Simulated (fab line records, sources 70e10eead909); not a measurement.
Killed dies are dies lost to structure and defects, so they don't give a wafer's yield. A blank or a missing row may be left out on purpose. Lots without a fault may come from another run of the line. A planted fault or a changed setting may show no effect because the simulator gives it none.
Chamber matching | flow nand_harc | NHARC_P_CONTACT_ALD_22 on ald_metal-02: 4 sister chambers
The step deposits TiN, target thk 3 nm, pulse time 1 s, ald cycles 150. 4 wafers are shown with their chamber, then 7 later ones without.

WAFERS WITH THEIR CHAMBER
wafer  | chamber | heater_power_w (W)
L083.5 | 2       | 1088
L084.1 | 1       | 1049
L087.1 | 3       | 1048
L087.2 | 0       | 1107

WAFERS WITHOUT THEIR CHAMBER
wafer  | heater_power_w (W)
L087.6 | 1118
L093.3 | 1073
L093.5 | 1036
L093.6 | 1103
L097.1 | 1032
L097.3 | 1121
L097.4 | 1110

WHICH CHAMBER EACH WENT THROUGH
wafer  | from the rows above               | in truth
L087.6 | can't be placed: 0 or 2           | 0
L093.3 | can't be placed: 2 or 1 or 3 or 0 | 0
L093.5 | can't be placed: 3 or 1           | 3
L093.6 | can't be placed: 0 or 2           | 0
L097.1 | can't be placed: 3 or 1           | 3
L097.3 | can't be placed: 0 or 2           | 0
L097.4 | can't be placed: 0 or 2           | 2
Placed correctly: 0 of 7. Can't be placed from these rows: 7 (the true chamber is among the candidates in 7). Placed wrongly: 0.
How it was worked out, from the rows above alone: a wafer's distance from a chamber is the root of the sum, over the readings, of the square of ((its reading less the chamber's mean) divided by the reading's scatter). The wafer belongs to the nearest chamber; if the next one is less than 2 further off, it can't be placed. A chamber's mean is the mean of its shown wafers. The scatter: with one shown wafer a chamber, the root of the mean of the squares of how far each hidden wafer lies from its nearest shown one.
